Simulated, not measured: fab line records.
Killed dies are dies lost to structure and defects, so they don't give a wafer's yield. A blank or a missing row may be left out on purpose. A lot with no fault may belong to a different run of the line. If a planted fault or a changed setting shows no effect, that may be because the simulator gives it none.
The tool behind it: which one? | flow n5 finfet | Sampling: 10 lots, 28 wafers, 5 of 1938 route steps

## WHAT THE GAUGES READ, wafer by wafer
The record lacks any reading of a measuring or inspecting step that a usual standard deviation could be used to judge.

## WHICH TOOL RAN EACH LOT (tool, then ch and the chambers of the sampled wafers, then the start)
lot  | N5_BEOL_M5_STRIP_64                | N5_BEOL_M5_ETCH_67                 | N5_BEOL_M5_VIA_ETCH_34             | N5_BEOL_M5_STRIP_36                | N5_PASSIVATION_PROBE_49
L305 | rie diel-01 ch 0,2, day 9 13:23    | rie diel-05 ch 0,1, day 9 14:14    | rie diel-05 ch 0,1, day 9 14:22    | rie diel-05 ch 0,1, day 9 14:24    | -
L304 | rie diel-01 ch 0,3, day 9 21:17    | rie diel-02 ch 0,2, day 9 22:59    | rie diel-02 ch 0,2, day 9 23:07    | rie diel-02 ch 0,2, day 9 23:10    | -
L313 | rie diel-02 ch 1,2, day 12 04:10   | rie diel-02 ch 1,3, day 12 05:59   | rie diel-02 ch 1,3, day 12 06:07   | rie diel-02 ch 1,3, day 12 06:10   | -
L316 | rie diel-02 ch 0,2, day 12 09:52   | rie diel-02 ch 1,3, day 12 11:32   | rie diel-02 ch 1,3, day 12 11:40   | rie diel-02 ch 1,3, day 12 11:43   | -
L319 | rie diel-02 ch 2,3, day 13 19:14   | rie diel-05 ch 1,3, day 13 23:58   | rie diel-05 ch 1,3, day 14 00:05   | rie diel-05 ch 1,3, day 14 00:08   | -
L321 | rie diel-02 ch 0,1,3, day 14 00:16 | rie diel-01 ch 0,2, day 14 04:53   | rie diel-01 ch 0,2, day 14 05:01   | rie diel-01 ch 0,2, day 14 05:04   | prober-02, day 18 04:53
L322 | rie diel-05 ch 1,2,3, day 14 12:29 | rie diel-05 ch 1,2, day 14 13:55   | rie diel-05 ch 1,2, day 14 14:03   | rie diel-05 ch 1,2, day 14 14:06   | -
L324 | rie diel-01 ch 0,1,3, day 15 01:20 | rie diel-05 ch 0,1,3, day 15 04:02 | rie diel-05 ch 0,1,3, day 15 04:10 | rie diel-05 ch 0,1,3, day 15 04:13 | -
L325 | rie diel-05 ch 0,2,3, day 15 05:15 | rie diel-05 ch 0,2, day 15 06:05   | rie diel-05 ch 0,2, day 15 06:13   | rie diel-05 ch 0,2, day 15 06:16   | -
L326 | rie diel-02 ch 0,1,2, day 15 07:56 | rie diel-01 ch 0,1,3, day 15 09:17 | rie diel-01 ch 0,1,3, day 15 09:25 | rie diel-01 ch 0,1,3, day 15 09:28 | -
- N5_BEOL_M5_STRIP_64: strips in CF4.
- N5_BEOL_M5_ETCH_67: etches SiARC in CF4, target depth 15.6 nm, time 26 s.
- N5_BEOL_M5_VIA_ETCH_34: etches SiCOH lowk in C4F6/O2, target depth 88.3 nm, time 39.2 s.
- N5_BEOL_M5_STRIP_36: strips in N2/H2.
- N5_PASSIVATION_PROBE_49

## WHAT THE TOOLS THEMSELVES READ (means of the sampled wafers that have a number; where no wafer has one, the mark that the record gives instead)
N5_BEOL_M5_STRIP_64. Usual: drypump motor current A 5.9 A, standard deviation 0.34; oes product au 0.81 a.u., standard deviation 0.088; rf vpp V 272.0 V, standard deviation 1.4; showerhead plenum p Torr 1.83 Torr, standard deviation 0.049; throttle valve pct 13.60 %, standard deviation 0.22.
lot  | tool        | drypump motor current A (A) | oes product au (a.u.) | rf vpp V (V) | showerhead plenum p Torr (Torr) | throttle valve pct (%) | flag
L305 | rie diel-01 | 6.1                         | 0.90                  | 271.8        | 1.86                            | 13.55                  |
L304 | rie diel-01 | 6.2                         | 0.83                  | 271.5        | 1.82                            | 13.70                  |
L313 | rie diel-02 | 5.9                         | 0.80                  | 272.1        | 1.81                            | 13.44                  |
L316 | rie diel-02 | 6.0                         | 0.69                  | 270.8        | 1.81                            | 13.84                  |
L319 | rie diel-02 | 6.2                         | 0.74                  | 272.0        | 1.83                            | 13.57                  |
L321 | rie diel-02 | 5.8                         | 0.81                  | 272.2        | 1.85                            | 13.62                  |
L322 | rie diel-05 | 5.6                         | 0.77                  | 271.2        | 1.78                            | 13.59                  |
L324 | rie diel-01 | 6.0                         | 0.82                  | 271.0        | 1.82                            | 13.69                  |
L325 | rie diel-05 | 5.6                         | 0.85                  | 271.2        | 1.79                            | 13.50                  |
L326 | rie diel-02 | 5.8                         | 0.83                  | 271.4        | 1.82                            | 13.56                  |

N5_BEOL_M5_ETCH_67. Usual: bias w 36.00 W (standard deviation 0.12); drypump motor current A 5.8 A (standard deviation 0.39); etch rf on time s 26.0 s (standard deviation 0.52); oes product au 0.68 a.u. (standard deviation 0.082); rf vpp V 184.3 V (standard deviation 1); showerhead plenum p Torr 2.17 Torr (standard deviation 0.063); throttle valve pct 15.65 % (standard deviation 0.19).
lot  | tool        | bias w (W) | drypump motor current A (A) | etch rf on time s (s) | oes product au (a.u.) | rf vpp V (V) | showerhead plenum p Torr (Torr) | throttle valve pct (%) | flag
L305 | rie diel-05 | 36.08      | 6.0                         | 26.7                  | 0.61                  | 184.8        | 2.18                            | 15.76                  |
L304 | rie diel-02 | 35.88      | 5.7                         | 26.6                  | 0.60                  | 184.4        | 2.18                            | 15.90                  |
L313 | rie diel-02 | 35.92      | 5.9                         | 25.6                  | 0.75                  | 184.6        | 2.21                            | 15.42                  |
L316 | rie diel-02 | 36.04      | 6.1                         | 25.6                  | 0.74                  | 185.2        | 2.23                            | 15.43                  |
L319 | rie diel-05 | 36.00      | 5.9                         | 25.6                  | 0.71                  | 183.2        | 2.16                            | 15.59                  |
L321 | rie diel-01 | 35.96      | 6.2                         | 26.0                  | 0.71                  | 185.3        | 2.20                            | 15.74                  |
L322 | rie diel-05 | 36.05      | 5.3                         | 26.0                  | 0.61                  | 183.8        | 2.07                            | 15.67                  |
L324 | rie diel-05 | 36.02      | 5.9                         | 26.1                  | 0.74                  | 183.9        | 2.17                            | 15.58                  |
L325 | rie diel-05 | 35.87      | 5.4                         | 25.8                  | 0.68                  | 182.7        | 2.09                            | 15.59                  |
L326 | rie diel-01 | 36.05      | 6.0                         | 25.8                  | 0.70                  | 184.0        | 2.17                            | 15.76                  |

N5_BEOL_M5_VIA_ETCH_34. Usual: bias w 185.0 W, standard deviation 0.51; drypump motor current A 5.8 A, standard deviation 0.39; oes product au 0.80 a.u., standard deviation 0.095; rf vpp V 670 V, standard deviation 11; showerhead plenum p Torr 2.87 Torr, standard deviation 0.082; throttle valve pct 20.91 %, standard deviation 0.17.
lot  | tool        | bias w (W) | drypump motor current A (A) | oes product au (a.u.) | rf vpp V (V) | showerhead plenum p Torr (Torr) | throttle valve pct (%) | flag
L305 | rie diel-05 | 185.2      | 6.0                         | 0.72                  | 676          | 2.88                            | 20.92                  |
L304 | rie diel-02 | 185.4      | 5.7                         | 0.72                  | 670          | 2.89                            | 21.08                  |
L313 | rie diel-02 | 159.5      | 5.9                         | 0.85                  | 590          | 2.94                            | 20.78                  | OFF
L316 | rie diel-02 | 172.3      | 6.1                         | 0.86                  | 621          | 2.97                            | 20.76                  | OFF
L319 | rie diel-05 | 184.3      | 5.9                         | 0.83                  | 680          | 2.85                            | 20.81                  |
L321 | rie diel-01 | 184.9      | 6.2                         | 0.84                  | 679          | 2.92                            | 21.04                  |
L322 | rie diel-05 | 184.5      | 5.3                         | 0.72                  | 672          | 2.75                            | 20.90                  |
L324 | rie diel-05 | 185.0      | 6.0                         | 0.86                  | 676          | 2.87                            | 20.80                  |
L325 | rie diel-05 | 185.4      | 5.4                         | 0.80                  | 666          | 2.79                            | 20.87                  |
L326 | rie diel-01 | 185.1      | 6.0                         | 0.82                  | 665          | 2.89                            | 21.07                  |

N5_BEOL_M5_STRIP_36. Usual: drypump motor current A 5.8 A, standard deviation 0.39; oes product au 0.80 a.u., standard deviation 0.094; rf vpp V 59.3 V, standard deviation 1.4; showerhead plenum p Torr 2.56 Torr, standard deviation 0.086; temp c 40.00 C, standard deviation 0.1; throttle valve pct 23.60 %, standard deviation 0.24.
lot  | tool        | drypump motor current A (A) | oes product au (a.u.) | rf vpp V (V) | showerhead plenum p Torr (Torr) | temp c (C) | throttle valve pct (%) | flag
L305 | rie diel-05 | 6.0                         | 0.72                  | 58.8         | 2.57                            | 39.92      | 23.64                  |
L304 | rie diel-02 | 5.7                         | 0.73                  | 60.1         | 2.59                            | 40.03      | 23.90                  |
L313 | rie diel-02 | 5.9                         | 0.88                  | 58.6         | 2.62                            | 39.98      | 23.58                  |
L316 | rie diel-02 | 6.1                         | 0.88                  | 59.8         | 2.65                            | 40.03      | 23.68                  |
L319 | rie diel-05 | 5.9                         | 0.82                  | 57.6         | 2.54                            | 40.06      | 23.45                  |
L321 | rie diel-01 | 6.1                         | 0.84                  | 58.8         | 2.61                            | 39.92      | 23.72                  |
L322 | rie diel-05 | 5.4                         | 0.71                  | 60.0         | 2.43                            | 40.00      | 23.43                  |
L324 | rie diel-05 | 6.0                         | 0.86                  | 59.6         | 2.56                            | 40.02      | 23.54                  |
L325 | rie diel-05 | 5.4                         | 0.79                  | 59.6         | 2.46                            | 40.02      | 23.48                  |
L326 | rie diel-01 | 6.0                         | 0.82                  | 58.6         | 2.58                            | 40.11      | 23.75                  |

N5_PASSIVATION_PROBE_49. Usual: defect limited yield 91.2 %, standard deviation 1.4; killed_at_M0_to_M3 34, standard deviation 9.4; killed_at_M4_up 14, standard deviation 5.6; killed at contacts 13, standard deviation 7.8; killed at front end 37, standard deviation 10; killed at other 4, standard deviation 3.3; killed dies 103, standard deviation 17; killed open 68, standard deviation 13; killed short 33, standard deviation 8.2; sort_bin_5_function 5.1 %, standard deviation 0.92; sort_bin_6_memory 3.3 %, standard deviation 0.71; sort_bin_8_speed 0.01 %, standard deviation 0.043; sort n pass 1077, standard deviation 17; sort yield pct 91.2 %, standard deviation 1.4.
lot  | tool      | defect limited yield (%) | killed_at_M0_to_M3 | killed_at_M4_up | killed at contacts | killed at front end | killed at other | killed dies | killed open | killed short | sort_bin_5_function (%) | sort_bin_6_memory (%) | sort_bin_8_speed (%) | sort n pass | sort yield pct (%) | flag
L321 | prober-02 | 90.5                     | 36                 | 16              | 16                 | 40                  | 4               | 112         | 74          | 37           | 5.6                     | 3.5                   | 0.00                 | 1068        | 90.5               |

## THE ANSWER, worked out from the rows above alone
Rule: lot off if the mean of its wafers having a number is beyond 3 standard deviations from the usual mean. Also off: a lot with no number at a reading for which 4 or more lots have one. Any other lot the step has rows for is counted as sound. After the gauges, taken in route order, come the tools' own readings; for these a lot's mean is taken, as printed above. The first step at which some lot is off is used, and at that step the reading that is off furthest; a lot without a number counts as furthest.
Off at N5_BEOL_M5_VIA_ETCH_34 (bias w): L313, L316.
A tool fits if, at that step or a process step before it, it ran every lot that is off, and no sound lot after the first of them. One candidate fits, namely rie diel-02 at N5_BEOL_M5_ETCH_67 and N5_BEOL_M5_VIA_ETCH_34. At N5_BEOL_M5_ETCH_67 its last sound lot is L304 (day 9 22:59), its first lot that is off L313 (day 12 05:59): a fault that began between those two fits.

## WHAT THE SIMULATOR HAD PUT IN
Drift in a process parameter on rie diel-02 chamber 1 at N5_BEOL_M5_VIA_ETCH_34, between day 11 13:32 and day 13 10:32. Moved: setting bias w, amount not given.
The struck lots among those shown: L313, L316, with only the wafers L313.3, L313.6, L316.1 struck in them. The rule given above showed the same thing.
